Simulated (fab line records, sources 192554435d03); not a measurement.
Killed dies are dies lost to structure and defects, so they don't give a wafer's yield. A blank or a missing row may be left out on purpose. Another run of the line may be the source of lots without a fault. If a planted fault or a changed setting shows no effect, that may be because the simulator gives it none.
fab line records / flow n5Finfet
[record] lots = 3 wafers = 9 lastDay = 17
route steps=1938 shown MOL_CONTACT_COAG@623 BEOL_M0_SAQP@632 BEOL_M0_CUTY@710 BEOL_M4@1111 PASSIVATION@1936
lots with no fault: from the same line, run without faults
startH: the number of hours between the record's first day and the start of the first shown wafer of the lot / waitH: hours elapsed since this lot's preceding step / " same as the row above / L1.1+2: a row that stands for several wafers / - no value present, or no start provided / * or withheld: withheld / < > ~ a bound
route shown NAME@n: a module of which the file shows steps, and the number in the route of the first / usual: average and standard deviation across the fault-free wafers / same: alike in all rows / chamber/n: place in a boat / sites: per-site readings / _std_site: the standard deviation of these / _edge_site: the outer-site mean with the inner-site mean subtracted / radiusMm: for every site, how far away it sits from the centre of the wafer / mask NAME#n: copy n / behind: tool/chamber where the wafer was last shaped / hold: reason for holding the lot/hours on hold/outcome of the hold / device: the n, p or np transistor that did not switch / end of line: tests run on the same wafers once the route is complete / step lacking rows: just its recipe / killed: dies lost to structure and defects at the first sort, not the wafer's yield / map: a wafer's dies, marking killed ones x, the rest . and places with no die _
set.NAME: setting as actually run; set.NAME@STEP: the setting as run at that earlier step / model.NAME: the simulator's own value behind a step, which no gauge read
a table for each step, a row for each wafer; lots at some steps of the route
[[steps]]
[step N5_MOL_CONTACT_COAG_PRE_CLEAN_121]
[recipe] gas = H2/He timeS = * tempC = withheld
[step N5_MOL_CONTACT_COAG_CVD_140]
[recipe] material = W targetThkA = 665 mode = selectiveFill tempC = 300 timeS = 215
[step N5_MOL_CONTACT_COAG_PRECLEAN_127]
[recipe] chemistry = DIW timeS = 57.5 tempC = 23
[step N5_MOL_CONTACT_COAG_SRD_128]
[recipe] dryTimeS = 32 dry = n2Spin spinRpm = 1500
[step N5_MOL_CONTACT_COAG_CMP_52]
[recipe] stopOn = SiO2 tOverpolishS = 1.5 postCmpClean = wDiluteNh4oh downForcePsi = 4 platenRpm = 50.289 padVelocityMS = 1.0006 targetThkNm = 66.5
[step N5_MOL_CONTACT_COAG_ANNEAL_112]
[recipe] tempC = 400 timeS = 1800 ambient = HPD2 pressureAtm = 10
[step N5_BEOL_M0_SAQP_PECVD_00]
[recipe] material = SiCN targetThkA = 80 tempC = withheld precursor = 3MS/NH3 pressureTorr = 3 rfW = 202 timeS = 14
[step N5_BEOL_M0_SAQP_ILD_DEP_01]
[recipe] material = SiOC targetThkA = 454.19 tempC = 350 precursor = DEMS/O2 pressureTorr = 5 rfW = 500 timeS = 8.7
[step N5_BEOL_M0_SAQP_HM_DEP_02]
[recipe] material = TiN targetThkA = 120 tempC = 25 chamberPressurePa = 0.49996
[usual] throttleValvePct = 29.8/0.96
lot.wafer=L220.1 tool=pvdSputter-03 chamber=- startH=147.64 waitH=3.3 throttleValvePct=28.8
lot.wafer=L220.4 tool=pvdSputter-03 chamber=- startH=147.64 waitH=3.3 throttleValvePct=29.6
lot.wafer=L220.6 tool=pvdSputter-03 chamber=- startH=147.64 waitH=3.3 throttleValvePct=30.2
lot.wafer=L228.1 tool=pvdSputter-01 chamber=- startH=203.49 waitH=0.5 throttleValvePct=30.7
lot.wafer=L228.5 tool=pvdSputter-01 chamber=- startH=203.49 waitH=0.5 throttleValvePct=30.7
lot.wafer=L228.6 tool=pvdSputter-01 chamber=- startH=203.49 waitH=0.5 throttleValvePct=31.4
lot.wafer=L231.1 tool=pvdSputter-03 chamber=- startH=216.19 waitH=0.7 throttleValvePct=28.6
lot.wafer=L231.2 tool=pvdSputter-03 chamber=- startH=216.19 waitH=0.7 throttleValvePct=30.2
lot.wafer=L231.5 tool=pvdSputter-03 chamber=- startH=216.19 waitH=0.7 throttleValvePct=30.2
[step N5_BEOL_M0_SAQP_PECVD_03]
[recipe] material = SiCN targetThkA = 120 tempC = withheld precursor = 3MS/NH3 pressureTorr = 3 rfW = 202 timeS = 21.1
[step N5_BEOL_M0_SAQP_PECVD_96]
[recipe] material = a-Si targetThkA = 450 tempC = 350 precursor = SiH4/He pressureTorr = 3 rfW = 100 timeS = 45.2
[step N5_BEOL_M0_SAQP_PECVD_97]
[recipe] material = SiNx targetThkA = 230 tempC = 350 precursor = SiH4/NH3/N2 pressureTorr = 1.5 rfW = 300 timeS = 19.9
[step N5_BEOL_M0_SAQP_PECVD_04]
[recipe] material = a-Si targetThkA = 600 tempC = 350 precursor = SiH4/He pressureTorr = 3 rfW = 100 timeS = 60.2
[step N5_BEOL_M0_SAQP_HM_DEP_111]
[recipe] material = SiO2 targetThkA = 120 tempC = 400 precursor = SiH4/N2O pressureTorr = 0.75 rfW = 275 timeS = 7.2
[step N5_BEOL_M0_SAQP_COAT_81]
[recipe] resist = SOC tempC = 250 timeS = 60 spinRpm = 1500 resistThkNm = 100
[step N5_BEOL_M0_SAQP_COAT_82]
[recipe] resist = SiARC tempC = 220 timeS = 60 spinRpm = 1500 resistThkNm = 30
[step N5_BEOL_M0_SAQP_COAT_08]
[recipe] resist = CAR-ArF spinRpm = 1500 resistThkNm = 90
[step N5_BEOL_M0_SAQP_EBR_10]
[recipe] solvent = PGMEA ebrWidthMm = 1.5
[step N5_BEOL_M0_SAQP_SOFTBAKE_09]
[recipe] tempC = 110 timeS = 60 resist = CAR-ArF
[step N5_BEOL_M0_SAQP_EXPOSE_11]
[recipe] maskId = M0_CORE na = 1.35 sourceShape = dipole sigmaInner = 0.538 sigmaOuter = 0.738 polarization = te targetCdNm = 42 doseMj = 55
[step N5_BEOL_M0_SAQP_PEB_12]
[recipe] pebTempC = withheld pebTimeS = 60 resist = CAR-ArF
[step N5_BEOL_M0_SAQP_DEVELOP_13]
[recipe] developTimeS = 30 developer = TMAH resist = CAR-ArF devTempC = 23 rinseLiquid = diw dry = airSpin
[step N5_BEOL_M0_SAQP_INSPECT_16]
[recipe] mode = adi inspectInstrument = brightfield
[usual] rawDefectCount = 471/140
lot.wafer=L220.1 tool=defectInspect-01 chamber=- startH=148.42 waitH=0.0 rawDefectCount=438
lot.wafer=L220.4 tool=defectInspect-01 chamber=- startH=148.42 waitH=0.0 rawDefectCount=376
lot.wafer=L220.6 tool=defectInspect-01 chamber=- startH=148.42 waitH=0.0 rawDefectCount=477
lot.wafer=L228.1 tool=defectInspect-02 chamber=- startH=204.32 waitH=0.0 rawDefectCount=350
lot.wafer=L228.5 tool=defectInspect-02 chamber=- startH=204.32 waitH=0.0 rawDefectCount=434
lot.wafer=L228.6 tool=defectInspect-02 chamber=- startH=204.32 waitH=0.0 rawDefectCount=309
lot.wafer=L231.1 tool=defectInspect-02 chamber=- startH=216.96 waitH=0.0 rawDefectCount=1156
lot.wafer=L231.2 tool=defectInspect-02 chamber=- startH=216.96 waitH=0.0 rawDefectCount=783
lot.wafer=L231.5 tool=defectInspect-02 chamber=- startH=216.96 waitH=0.0 rawDefectCount=1095
[step N5_BEOL_M0_SAQP_DESCUM_19]
[recipe] chemistry = O2 timeS = 7.9 sourcePowerW = 50 biasPowerW = 20 pressureMtorr = 20 rfFrequencyHz = 2.712e+07 tempC = 40 resist = CAR-ArF o2FlowSccm = 225
[step N5_BEOL_M0_SAQP_ETCH_83]
[recipe] chemistry = CF4 target = SiARC targetDepthA = 390 maskMaterial = CAR-ArF timeS = 65 ionEnergyEv = 80 pressureMtorr = 40 sourceW = 545 biasW = 36 Ar_flow_sccm = 100 cf4FlowSccm = 100 ends = cleared
[step N5_BEOL_M0_SAQP_ETCH_84]
[recipe] chemistry = N2/H2 target = SOC targetDepthA = 1000 overetchA = 200 maskMaterial = SiARC tempC = 40 timeS = 150 ionEnergyEv = 200 pressureMtorr = 30 sourceW = 840 biasW = 150 n2FlowSccm = 200 h2FlowSccm = 200
[step N5_BEOL_M0_SAQP_STRIP_80]
[recipe] chemistry = N2/H2 tempC = 40 n2FlowSccm = 200 h2FlowSccm = 200 rfFrequencyHz = 6e+07
[step N5_BEOL_M0_SAQP_HM_OPEN_112]
[recipe] chemistry = CHF3/O2 target = SiO2 stopOn = a-Si targetDepthA = 120 overEtchFrac = 1.25 maskMaterial = SOC timeS = 13.5 pressureMtorr = 30 sourceW = 650 biasW = 170 Ar_flow_sccm = 200 CHF3_flow_sccm = 50 O2_flow_sccm = 5 ionEnergyEv = 200 ends = endPoint
[step N5_BEOL_M0_SAQP_STRIP_113]
[recipe] chemistry = CHF3/O2 resist = SiARC rfFrequencyHz = 6e+07
[step N5_BEOL_M0_SAQP_MANDREL_ETCH_20]
[recipe] targetDepthA = 600 chemistry = HBr/Cl2 target = a-Si stopOn = SiNx btTimeS = 10 maskMaterial = SOC overEtchFrac = 0.5 timeS = 30 pressureMtorr = 10 icpW = 800 biasW = 75 HBr_flow_sccm = 150 Cl2_flow_sccm = 80 ends = endPoint
[step N5_BEOL_M0_SAQP_STRIP_86]
[recipe] chemistry = N2/H2 powerW = 500 tempC = 40 pressureMtorr = 50 rfFrequencyHz = 6e+07 overashFraction = 0.3 biasPowerW = 28 h2Frac = 0.5 n2FlowSccm = 300 h2FlowSccm = 300
[step N5_BEOL_M0_SAQP_STRIP_115]
[recipe] chemistry = postEtchResidueRemover timeS = 60 tempC = 25 removerPh = withheld removerWaterWtPct = withheld removerFluorideWtPct = withheld
[step N5_BEOL_M0_SAQP_SRD_93]
[recipe] dry = ipaMarangoni timeS = 30 tempC = 23 rinseLiquid = diw
[step N5_BEOL_M0_SAQP_RECESS_114]
[recipe] chemistry = HF/NH3 target = SiO2 targetDepthA = 144 afsCycles = 3 tempC = 30 sublimationTempC = 180 sublimationTimeS = 60
[step N5_BEOL_M0_SAQP_SPACER1_ALD_98]
[recipe] material = SiO2 targetThkA = 128 tempC = 300 aldPrecursorFamily = BDEAS aldCoReactant = O2-plasma pulseTimeS = 1 purgeTimeS = 2 coReactantPurgeTimeS = 2 aldCycles = 138 pressureTorr = 2
[step N5_BEOL_M0_SAQP_INSPECT_42]
[recipe] mode = adi inspectInstrument = brightfield
[usual] rawDefectCount = 277/84
lot.wafer=L220.1 tool=defectInspect-01 chamber=- startH=153.07 waitH=0.1 rawDefectCount=243
lot.wafer=L220.4 tool=defectInspect-01 chamber=- startH=153.07 waitH=0.1 rawDefectCount=248
lot.wafer=L220.6 tool=defectInspect-01 chamber=- startH=153.07 waitH=0.1 rawDefectCount=286
lot.wafer=L228.1 tool=defectInspect-01 chamber=- startH=208.69 waitH=0.1 rawDefectCount=265
lot.wafer=L228.5 tool=defectInspect-01 chamber=- startH=208.69 waitH=0.1 rawDefectCount=250
lot.wafer=L228.6 tool=defectInspect-01 chamber=- startH=208.69 waitH=0.1 rawDefectCount=162
lot.wafer=L231.1 tool=defectInspect-01 chamber=- startH=221.18 waitH=0.1 rawDefectCount=481
lot.wafer=L231.2 tool=defectInspect-01 chamber=- startH=221.18 waitH=0.1 rawDefectCount=369
lot.wafer=L231.5 tool=defectInspect-01 chamber=- startH=221.18 waitH=0.1 rawDefectCount=661
[step N5_BEOL_M0_CUTY_INSPECT_59]
[recipe] mode = adi inspectInstrument = macro
[usual] rawDefectCount = 2.0/1.4
lot.wafer=L220.1 tool=defectInspect-01 chamber=- startH=154.51 waitH=0.0 rawDefectCount=2
lot.wafer=L220.4 tool=defectInspect-01 chamber=- startH=154.51 waitH=0.0 rawDefectCount=5
lot.wafer=L220.6 tool=defectInspect-01 chamber=- startH=154.51 waitH=0.0 rawDefectCount=2
lot.wafer=L228.1 tool=defectInspect-01 chamber=- startH=210.46 waitH=0.0 rawDefectCount=0
lot.wafer=L228.5 tool=defectInspect-01 chamber=- startH=210.46 waitH=0.0 rawDefectCount=2
lot.wafer=L228.6 tool=defectInspect-01 chamber=- startH=210.46 waitH=0.0 rawDefectCount=2
lot.wafer=L231.1 tool=defectInspect-02 chamber=- startH=222.51 waitH=0.0 rawDefectCount=1
lot.wafer=L231.2 tool=defectInspect-02 chamber=- startH=222.51 waitH=0.0 rawDefectCount=2
lot.wafer=L231.5 tool=defectInspect-02 chamber=- startH=222.51 waitH=0.0 rawDefectCount=>300
[step N5_BEOL_M4_RC_MEAS_101]
[usual] DIBL_N = 37.1/1.8 DIBL_P = 37.2/2.1 IOFF_N = 0.17/0.033 IOFF_P = 0.22/0.037 ION_N = 680/11 ION_P = 464/7.7 SS_N = 71.7/0.63 SS_P = 73.6/0.67 VT_N = 248.9/2.9 VT_P = -251/3.6
lot.wafer=L220.1 tool=prober-01 chamber=0 startH=216.01 waitH=0.0 DIBL_N[mV/V]=35.3 DIBL_P[mV/V]=34.7 IOFF_N[nA/um]=0.16 IOFF_P[nA/um]=0.22 ION_N[uA/um]=682 ION_P[uA/um]=468 SS_N[mV/dec]=71.4 SS_P[mV/dec]=73.0 VT_N[mV]=250.5 VT_P[mV]=-249
lot.wafer=L220.4 tool=prober-01 chamber=0 startH=216.01 waitH=0.0 DIBL_N[mV/V]=39.0 DIBL_P[mV/V]=38.8 IOFF_N[nA/um]=0.22 IOFF_P[nA/um]=0.30 ION_N[uA/um]=685 ION_P[uA/um]=474 SS_N[mV/dec]=72.1 SS_P[mV/dec]=73.9 VT_N[mV]=245.0 VT_P[mV]=-244
lot.wafer=L220.6 tool=prober-01 chamber=0 startH=216.01 waitH=0.0 DIBL_N[mV/V]=38.1 DIBL_P[mV/V]=38.2 IOFF_N[nA/um]=0.21 IOFF_P[nA/um]=0.30 ION_N[uA/um]=687 ION_P[uA/um]=480 SS_N[mV/dec]=72.9 SS_P[mV/dec]=73.6 VT_N[mV]=245.6 VT_P[mV]=-244
lot.wafer=L228.1 tool=prober-02 chamber=0 startH=281.74 waitH=0.0 DIBL_N[mV/V]=35.9 DIBL_P[mV/V]=36.3 IOFF_N[nA/um]=0.15 IOFF_P[nA/um]=0.18 ION_N[uA/um]=676 ION_P[uA/um]=457 SS_N[mV/dec]=71.1 SS_P[mV/dec]=73.5 VT_N[mV]=247.3 VT_P[mV]=-255
lot.wafer=L228.5 tool=prober-02 chamber=0 startH=281.74 waitH=0.0 DIBL_N[mV/V]=34.2 DIBL_P[mV/V]=34.2 IOFF_N[nA/um]=0.12 IOFF_P[nA/um]=0.15 ION_N[uA/um]=661 ION_P[uA/um]=451 SS_N[mV/dec]=71.8 SS_P[mV/dec]=72.7 VT_N[mV]=253.1 VT_P[mV]=-257
lot.wafer=L228.6 tool=prober-02 chamber=0 startH=281.74 waitH=0.0 DIBL_N[mV/V]=37.5 DIBL_P[mV/V]=38.5 IOFF_N[nA/um]=0.19 IOFF_P[nA/um]=0.21 ION_N[uA/um]=684 ION_P[uA/um]=455 SS_N[mV/dec]=71.6 SS_P[mV/dec]=73.7 VT_N[mV]=245.6 VT_P[mV]=-252
lot.wafer=L231.1 tool=prober-01 chamber=0 startH=286.63 waitH=0.3 DIBL_N[mV/V]=35.1 DIBL_P[mV/V]=36.7 IOFF_N[nA/um]=0.14 IOFF_P[nA/um]=0.20 ION_N[uA/um]=674 ION_P[uA/um]=461 SS_N[mV/dec]=70.9 SS_P[mV/dec]=73.1 VT_N[mV]=250.6 VT_P[mV]=-250
lot.wafer=L231.2 tool=prober-01 chamber=0 startH=286.63 waitH=0.3 DIBL_N[mV/V]=37.7 DIBL_P[mV/V]=39.0 IOFF_N[nA/um]=0.19 IOFF_P[nA/um]=0.24 ION_N[uA/um]=686 ION_P[uA/um]=472 SS_N[mV/dec]=71.8 SS_P[mV/dec]=74.3 VT_N[mV]=246.5 VT_P[mV]=-247
lot.wafer=L231.5 tool=prober-01 chamber=0 startH=286.63 waitH=0.3 DIBL_N[mV/V]=35.5 DIBL_P[mV/V]=37.1 IOFF_N[nA/um]=0.15 IOFF_P[nA/um]=0.21 ION_N[uA/um]=673 ION_P[uA/um]=466 SS_N[mV/dec]=71.5 SS_P[mV/dec]=73.5 VT_N[mV]=249.9 VT_P[mV]=-249
[step N5_PASSIVATION_PROBE_49]
[usual] defectLimitedYield = 91.7/1.5 killed_at_M0_to_M3 = 32/10 killed_at_M4_up = 14/5.3 killedAtContacts = 13/5.7 killedAtFrontEnd = 37/10 killedAtOther = 3.3/2.5 killedDies = 98/18 killedOpen = 65/13 killedShort = 31/7.5 sort_bin_5_function = 4.9/0.91 sort_bin_6_memory = 3.1/0.71 sortNPass = 1082/18 sortYieldPct = 91.7/1.5
[same] grossDies = 1180 killedAtBackSide = 0 sort_bin_4_leakage[%] = 0 sort_bin_8_speed[%] = 0
lot.wafer=L220.1 tool=prober-02 chamber=- startH=331.59 waitH=0.0 defectLimitedYield[%]=92.0 killed_at_M0_to_M3=49 killed_at_M4_up=7 killedAtContacts=14 killedAtFrontEnd=22 killedAtOther=2 killedDies=94 killedOpen=58 killedShort=36 sort_bin_5_function[%]=4.4 sort_bin_6_memory[%]=3.1 sortNPass=1086 sortYieldPct[%]=92.0
lot.wafer=L220.4 tool=prober-02 chamber=- startH=331.74 waitH=0.2 defectLimitedYield[%]=91.4 killed_at_M0_to_M3=39 killed_at_M4_up=12 killedAtContacts=15 killedAtFrontEnd=35 killedAtOther=1 killedDies=102 killedOpen=69 killedShort=29 sort_bin_5_function[%]=5.7 sort_bin_6_memory[%]=2.6 sortNPass=1078 sortYieldPct[%]=91.4
lot.wafer=L220.6 tool=prober-02 chamber=- startH=331.84 waitH=0.3 defectLimitedYield[%]=90.7 killed_at_M0_to_M3=47 killed_at_M4_up=18 killedAtContacts=8 killedAtFrontEnd=33 killedAtOther=4 killedDies=110 killedOpen=71 killedShort=31 sort_bin_5_function[%]=4.8 sort_bin_6_memory[%]=3.4 sortNPass=1070 sortYieldPct[%]=90.7
lot.wafer=L228.1 tool=prober-01 chamber=- startH=386.55 waitH=0.0 defectLimitedYield[%]=91.7 killed_at_M0_to_M3=34 killed_at_M4_up=14 killedAtContacts=7 killedAtFrontEnd=40 killedAtOther=3 killedDies=98 killedOpen=61 killedShort=34 sort_bin_5_function[%]=5.1 sort_bin_6_memory[%]=3.1 sortNPass=1082 sortYieldPct[%]=91.7
lot.wafer=L228.5 tool=prober-01 chamber=- startH=386.75 waitH=0.2 defectLimitedYield[%]=92.5 killed_at_M0_to_M3=29 killed_at_M4_up=10 killedAtContacts=4 killedAtFrontEnd=42 killedAtOther=3 killedDies=88 killedOpen=52 killedShort=31 sort_bin_5_function[%]=4.2 sort_bin_6_memory[%]=2.7 sortNPass=1092 sortYieldPct[%]=92.5
lot.wafer=L228.6 tool=prober-01 chamber=- startH=386.80 waitH=0.3 defectLimitedYield[%]=92.0 killed_at_M0_to_M3=28 killed_at_M4_up=12 killedAtContacts=9 killedAtFrontEnd=41 killedAtOther=4 killedDies=94 killedOpen=53 killedShort=36 sort_bin_5_function[%]=4.6 sort_bin_6_memory[%]=3.0 sortNPass=1086 sortYieldPct[%]=92.0
lot.wafer=L231.5 tool=prober-02 chamber=- startH=399.17 waitH=0.2 defectLimitedYield[%]=85.0 killed_at_M0_to_M3=134 killed_at_M4_up=9 killedAtContacts=8 killedAtFrontEnd=24 killedAtOther=2 killedDies=177 killedOpen=44 killedShort=26 sort_bin_5_function[%]=9.7 sort_bin_6_memory[%]=3.6 sortNPass=1003 sortYieldPct[%]=85.0
// killed by level:class
L220.1 BEOL_M3:geometricParticle:open=15 MOL_CONTACT_COAG:geometricParticle:open=9 BEOL_M1:geometricParticle:open=8 BEOL_M2:geometricParticle:short=7 STI_FIN_REVEAL:geometricParticle:open=6 BEOL_M0_SAQP:geometricParticle:short=6 MOL_CONTACT_COAG:geometricParticle:short=5 BEOL_M1:geometricParticle:short=4
L220.4 BEOL_M0_SAQP:geometricParticle:open=13 STI_FIN_REVEAL:geometricParticle:open=12 MOL_CONTACT_COAG:geometricParticle:open=12 BEOL_M3:geometricParticle:open=9 BEOL_M0_SAQP:geometricParticle:short=8 BEOL_M4:geometricParticle:open=5 GATE_CUT:geometricParticle:open=4 FIN_SAQP:geometricParticle:open=3
L220.6 BEOL_M0_SAQP:geometricParticle:short=10 BEOL_M0_SAQP:geometricParticle:open=10 STI_FIN_REVEAL:geometricParticle:open=7 MOL_CONTACT_COAG:geometricParticle:open=7 HKMG_FIN:areaEtch=7 BEOL_M3:geometricParticle:open=6 DUMMY_GATE:geometricParticle:open=6 BEOL_M1:geometricParticle:open=6
L228.1 FIN_SAQP:geometricParticle:short=11 DUMMY_GATE:geometricParticle:open=9 FIN_SAQP:geometricParticle:open=7 MOL_CONTACT_COAG:geometricParticle:open=5 BEOL_M0_SAQP:geometricParticle:open=5 BEOL_M1:geometricParticle:open=5 BEOL_M2:geometricParticle:open=5 STI_FIN_REVEAL:geometricParticle:open=4
L228.5 FIN_SAQP:geometricParticle:short=13 FIN_SAQP:geometricParticle:open=10 BEOL_M0_SAQP:geometricParticle:open=9 BEOL_M2:geometricParticle:open=9 DUMMY_GATE:geometricParticle:open=5 BEOL_M0_SAQP:geometricParticle:short=5 MOL_CONTACT_COAG:geometricParticle:open=3 BEOL_M3:geometricParticle:open=3
L228.6 FIN_SAQP:geometricParticle:open=13 FIN_SAQP:geometricParticle:short=8 BEOL_M0_SAQP:geometricParticle:open=8 BEOL_M0_SAQP:geometricParticle:short=7 MOL_CONTACT_COAG:geometricParticle:open=6 STARTING-WAFER:geometricParticle:short=4 DUMMY_GATE:geometricParticle:open=3 MOL_CONTACT_COAG:geometricParticle:short=3
L231.5 BEOL_M0_SAQP:unspecified=106 MOL_CONTACT_COAG:geometricParticle:open=6 BEOL_M0_SAQP:geometricParticle:short=6 DUMMY_GATE:geometricParticle:open=5 BEOL_M2:geometricParticle:open=5 BEOL_M0_SAQP:geometricParticle:open=4 STI_FIN_REVEAL:geometricParticle:open=4 BEOL_M3:geometricParticle:open=4
// map L231.5 (x killed, . not)
_________________...x...x....________________
______________.......x....x....._____________
___________..x.....x............x..__________
__________.........................._________
________....x......x........x........._______
_______............x.........x.........______
______........................x........._____
_____...............x...................x____
____......x..........................x....___
___..........x........x.x..................__
___.........x........x.....................__
__...x.......x.............................._
__...x...................x.....x............_
_......................................x..x..
_...............................x............
_......x..................x..................
_....x.....x.x.x.....x.......x...............
_.....x....................x.................
_............................................
_...............................x..........x.
_..x..........................x.x...x........
__............xx.xx............x............_
__........x.xx.xxx.xx.......x..............._
___.....x....xxxxxxxx.xxx..............x...__
___...x.......xxxxxx.x.......x..........x..__
____......xxxxxxxxxxxx.x.......x..x.......___
_____.....x..xxxxxxxxxxxxx...............____
______....x.xxxxxxxxxxxx.........x....x._____
_______..x..xxxxxxxxxxxx...........x...______
________.....xxxxxxxxxx..............._______
__________.xx.xxxxxx.xxx..x........x_________
___________....xxxxxx..........x...__________
______________.xxx.xx..........._____________
_________________..x.........________________
// map L220.6 (x killed, . not)
_________________.....xxx....________________
______________..x..x........x..._____________
___________...x....x...............__________
__________.........x.........x......_________
________..x...x.x....................._______
_______....x...xx.x....................______
______x...................x....x........_____
_____....x..x..............x.............____
____x.........x...........................___
___..x.....................................__
___..x.........x...........................__
__x..x.......x.....x......xx...x...........x_
__.....................................x...._
_.......xx.............x...........xx........
_.............x........xx....................
_............x.xx...x.........x....x....x....
_x.x............x................x....xx.....
_.....................x.......x.x...x.......x
_.........xx............x....................
_..........x..x..x.....x...........x.........
_....x.................x.....................
__....x..............x...........x.........._
__.............x......x.......x.......x..x.._
___.................................x......__
___...............x.x..x...x...............__
____.......x..........x...................___
_____x..x...................x............____
______......................x.........x._____
_______....x................x........x.______
________......xx...........x.........._______
__________....x......x............xx_________
___________....x......x........x..x__________
______________................x._____________
_________________..........xx________________
[[key]]
[firstSign] step = N5_BEOL_M0_SAQP_INSPECT_16 reading = rawDefectCount direction = up sigmas = 4.4 usual = 471 struck = 1095
[effect] step = N5_BEOL_M0_SAQP_INSPECT_42 reading = rawDefectCount direction = up sigmas = 4.6 usual = 277 struck = 661
[effect] step = N5_BEOL_M0_CUTY_INSPECT_59 reading = rawDefectCount direction = up sigmas = 99+ usual = 2.0 struck = >300
[effect] step = N5_PASSIVATION_PROBE_49 reading = killed_at_M0_to_M3 direction = up sigmas = 9.8 usual = 32 struck = 134
[moreKillsBornAt] N5_BEOL_M0_SAQP_HM_DEP_02@pvdSputter-03 = 106
metAt N5_BEOL_M0_SAQP_HM_DEP_02
struckWafers L231.5
onsetBetween 147.64 216.19
[fault] kind = chamberParticleSource tool = pvdSputter-03 chamber = - onsetH = 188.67 steps = N5_BEOL_M0_SAQP_HM_DEP_02 ratePerVisitCm2 = 0.50395 endH = 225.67 scope = struckWafersOnly
